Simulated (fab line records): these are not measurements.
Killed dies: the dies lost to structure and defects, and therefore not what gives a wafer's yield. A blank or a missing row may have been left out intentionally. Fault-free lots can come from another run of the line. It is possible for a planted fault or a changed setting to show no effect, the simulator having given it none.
3 desks looking at one fault + flow n5Finfet + each desk has only its own numbers; what lay behind them comes last

== THE DEFECT DESK ==
Lot by lot, what the route's inspections counted, given as the mean of those sampled wafers with a number. Marked OUT: a lot whose mean sits more than 4 standard deviations from the usual mean, which makes it out of limits; the brackets give that distance.
Columns: A = rawDefectCount at N5_BEOL_M2_INSPECT_13, usual 398
| lot  | first seen here | A   |
|------|-----------------|-----|
| L565 | day 6 12:14     | 660 |
| L566 | day 6 18:51     | 339 |
| L568 | day 7 03:43     | 381 |
| L570 | day 7 18:37     | 482 |
| L572 | day 8 10:14     | 293 |
| L575 | day 9 00:48     | 307 |
| L578 | day 10 03:17    | 324 |
| L585 | day 11 15:07    | 369 |
| L587 | day 12 15:31    | 441 |
Result from this desk: across the 9 lots, nothing is out of limits.

== AT THE METROLOGY DESK ==
What the gauges read for every lot (on any tool): the sampled wafers with a number, averaged. Marked OUT: a lot whose mean sits more than 4 standard deviations from the usual mean, which makes it out of limits; the brackets give that distance. It has 10 readings; the 7 that lie furthest out on some lot are the ones shown.
Columns: A = DIBL_N at N5_BEOL_M4_RC_MEAS_101, usual 36.1 mV/V; B = DIBL_P at N5_BEOL_M4_RC_MEAS_101, usual 36.1 mV/V; C = IOFF_P at N5_BEOL_M4_RC_MEAS_101, usual 0.201 nA/um; D = ION_N at N5_BEOL_M4_RC_MEAS_101, usual 675 uA/um; E = ION_P at N5_BEOL_M4_RC_MEAS_101, usual 462 uA/um; F = SS_P at N5_BEOL_M4_RC_MEAS_101, usual 73.3 mV/dec; G = VT_P at N5_BEOL_M4_RC_MEAS_101, usual -251.3 mV
| lot  | first seen here | A    | B    | C     | D   | E   | F    | G      |
|------|-----------------|------|------|-------|-----|-----|------|--------|
| L565 | day 7 20:01     | 35.5 | 34.8 | 0.197 | 680 | 467 | 73.1 | -250.3 |
| L566 | day 8 02:04     | 33.8 | 33.7 | 0.169 | 665 | 456 | 72.9 | -254.7 |
| L568 | day 8 21:16     | 37.1 | 36.9 | 0.212 | 682 | 467 | 73.6 | -250.6 |
| L570 | day 9 01:45     | 35.3 | 34.9 | 0.204 | 664 | 460 | 73.0 | -248.9 |
| L572 | day 9 20:53     | 35.6 | 34.1 | 0.192 | 675 | 464 | 72.8 | -253.8 |
| L575 | day 10 18:28    | 36.3 | 35.5 | 0.184 | 666 | 457 | 73.2 | -253.3 |
| L578 | day 11 16:36    | 33.3 | 32.9 | 0.167 | 671 | 461 | 73.1 | -254.2 |
| L585 | day 13 05:14    | 37.8 | 37.5 | 0.215 | 688 | 465 | 74.2 | -252.7 |
| L587 | day 14 07:29    | 37.4 | 38.0 | 0.242 | 682 | 471 | 73.5 | -247.3 |
Result from this desk: across the 9 lots, nothing is out of limits.

== DESK OF THE TOOL OWNER: rieDiel-01 ==
The tool's own readings at N5_BEOL_M2_ETCH_74 (etches underlayer in N2/H2, target depth 6.5 nm, time 5.2 s): means of the sampled wafers that have a number, for each lot that ran on this tool. Marked OUT: a lot whose mean sits more than 4 standard deviations from the usual mean, which makes it out of limits; the brackets give that distance.
Columns: A = drypumpMotorCurrentA at N5_BEOL_M2_ETCH_74, usual 5.6 A; B = etchRfOnTimeS at N5_BEOL_M2_ETCH_74, usual 5.14 s; C = n2FlowSccm at N5_BEOL_M2_ETCH_74, usual 200.0 sccm; D = oesProductAu at N5_BEOL_M2_ETCH_74, usual 0.70 a.u.; E = rfVppV at N5_BEOL_M2_ETCH_74, usual 523.5 V; F = showerheadPlenumPTorr at N5_BEOL_M2_ETCH_74, usual 2.53 Torr; G = throttleValvePct at N5_BEOL_M2_ETCH_74, usual 17.75 %
| lot  | first seen here | A   | B              | C     | D    | E     | F    | G     |
|------|-----------------|-----|----------------|-------|------|-------|------|-------|
| L565 | day 6 12:20     | 5.5 | 5.25           | 200.0 | 0.64 | 521.1 | 2.50 | 17.93 |
| L568 | day 7 03:52     | 5.4 | 5.21           | 199.8 | 0.63 | 522.0 | 2.49 | 17.95 |
| L570 | day 7 18:40     | 5.9 | 3.64 (-23) OUT | 200.0 | 0.90 | 521.2 | 2.50 | 17.77 |
| L575 | day 9 00:59     | 5.8 | 3.66 (-23) OUT | 200.0 | 0.97 | 522.4 | 2.48 | 17.62 |
Finding of this desk: L570, L575 out of limits; the first was L570 at day 7 18:40, on etchRfOnTimeS at N5_BEOL_M2_ETCH_74. L565, L568 stayed within limits.

== ALL TOGETHER ==
On L570, L575, at day 7 18:40, an alarm was possible from the tool owner's desk.
Nothing the defect desk looked at was out of limits.
At the metrology desk, nothing out of limits was observed.
The defect desk has L570, L575 on record, within its limits.
The metrology desk holds a record of L570, L575, inside its limits.
On rieDiel-01, each named lot ran N5_BEOL_M2_ETCH_74.

== WHAT THE SIMULATOR PUT IN ==
Process parameter drift: rieDiel-01, from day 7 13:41 on, at N5_BEOL_M2_ETCH_74. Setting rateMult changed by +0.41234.
Shown lots that were struck: L570, L575.
Time in hours from fault onset to the first out-of-limits reading at each desk: the tool owner's desk, 5.
